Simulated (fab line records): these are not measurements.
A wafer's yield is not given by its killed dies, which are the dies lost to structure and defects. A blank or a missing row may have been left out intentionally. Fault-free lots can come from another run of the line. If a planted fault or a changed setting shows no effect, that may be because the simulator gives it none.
A lot that was struck, set against a sound lot / flow n5Finfet / 15 out of 1938 route steps
Sound: these wafers, L313.3, L313.5, L313.6. Struck: wafers L316.1, L316.2, L316.5. Last of all comes the cause.
Per side, at each step with rows, come the tool, then ch with its chambers, and then its first start. Under that, the readings that differ: sound wafers / struck wafers / difference of the means / sigmas: that difference in standard deviations of wafers without a fault.
alike: same words and numbers on both sides, and readings whose means sit less than 2 such deviations apart. not compared: any withheld reading, any reading some wafer has no value for, any bound like >300 that may hide the same value, and any number with overlapping values for which the record gives no deviation.
The two part at a step that has a row with sigmas, a row that says differs or no value, or rows on one side only. Numbers that have no deviation but don't overlap get no sigmas and don't part them. A reading that every wafer of one side lacks parts them only if that side has two wafers or more.

first, 4 steps without rows for these wafers: N5_MIM_BOT_LITHO_EXPOSE_05 (exposes mask MIM BOT); N5_MIM_BOT_LITHO_PEB_06; N5_MIM_BOT_LITHO_DEVELOP_07 (develop time 60 s); N5_MIM_BOT_LITHO_HARDBAKE_09 (time 120 s).
N5_MIM_BOT_LITHO_CD_MEAS_08 targets a cd of 3000 nm.
  sound on cdSem-02 ch 0, day 15 08:27; struck on cdSem-01 ch 0, day 15 19:49
  alike: cdNm
N5_MIM_BOT_LITHO_OVL_MEAS_11:
  sound on overlay-02 ch 0, day 15 08:29; struck on overlay-01 ch 0, day 15 19:50
  alike: MIM_BOT_OVL
N5_MIM_BOT_LITHO_INSPECT_12: inspects for defects (macro).
  sound on defectInspect-01, day 15 08:30; struck on defectInspect-01, day 15 19:52
  alike: rawDefectCount
N5_MIM_BOT_LITHO_DESCUM_10: chemistry O2, time 7.9 s.
  sound on rieDiel-01 ch 2,3, day 15 08:32; struck on rieDiel-01 ch 2,3, day 15 19:54
  alike: drypumpMotorCurrentA, oesProductAu, rfVppV, showerheadPlenumPTorr, throttleValvePct
  not compared: rfHoursCounterH
N5_MIM_BOT_ETCH_ETCH_04: etches SiNx in CF4/O2, target depth 26 nm, time 13 s.
  sound on rieDiel-01 ch 2,3, day 15 08:36; struck on rieDiel-01 ch 2,3, day 15 19:58
  alike: drypumpMotorCurrentA, oesProductAu, rfVppV, showerheadPlenumPTorr, throttleValvePct
  not compared: rfHoursCounterH
N5_MIM_BOT_ETCH_ETCH_03: etches the open film in Cl2/BCl3, target depth 12 nm.
  sound on rieMetal-01 ch 0,1, day 15 08:43; struck on rieMetal-03 ch 0,1, day 15 20:03
  alike: drypumpMotorCurrentA, heBacksideLeakSccm, oesProductAu, throttleValvePct
  not compared: rfHoursCounterH
N5_MIM_BOT_ETCH_ETCH_00: etches TiN in Cl2/BCl3, target depth 45.5 nm.
  sound on rieMetal-01 ch 0,1, day 15 08:49; struck on rieMetal-03 ch 0,1, day 15 20:08
  alike: drypumpMotorCurrentA, heBacksideLeakSccm, oesProductAu, throttleValvePct
  not compared: rfHoursCounterH
N5_MIM_BOT_ETCH_STRIP_01: strips in O2.
  sound on rieDiel-03 ch 1,2, day 15 08:55; struck on rieDiel-03 ch 0,1,3, day 15 20:17
  alike: chamberPressureMTorr, drypumpMotorCurrentA, oesProductAu, rfVppV, showerheadPlenumPTorr, throttleValvePct
  not compared: rfHoursCounterH
N5_MIM_BOT_ETCH_STRIP_02: strips in post etch residue remover, time 1200 s.
  sound on wetBench-06 ch 1,2,5, day 15 08:59; struck on wetBench-06 ch 3,4,6, day 15 20:21
  no value came back on the struck wafers for bathGuardTempC (C), bathHeatDutyPct (%); on the sound wafers bathGuardTempC (C) reads 73.0 72.0 72.8
then, 1 step without rows for these wafers: N5_MIM_BOT_ETCH_CLEAN_05 (cleans in IPA, time 180 s).
N5_PASSIVATION_PROBE_49:
  sound on prober-02, day 15 17:16; struck on prober-02, day 16 05:20
  alike: defectLimitedYield, killed_at_M0_to_M3, killed_at_M4_up, killedAtContacts, killedAtFrontEnd, killedAtOther, killedDies, killedOnRim, killedOpen, killedShort, sort_bin_5_function, sort_bin_6_memory, sort_bin_8_speed, sortNPass, sortYieldPct

== WHERE THEY PART ==
N5_MIM_BOT_ETCH_STRIP_02 only, going by this record. Later steps at which nothing parts them and some readings are alike: N5_PASSIVATION_PROBE_49.

WHY: what the simulator had put in
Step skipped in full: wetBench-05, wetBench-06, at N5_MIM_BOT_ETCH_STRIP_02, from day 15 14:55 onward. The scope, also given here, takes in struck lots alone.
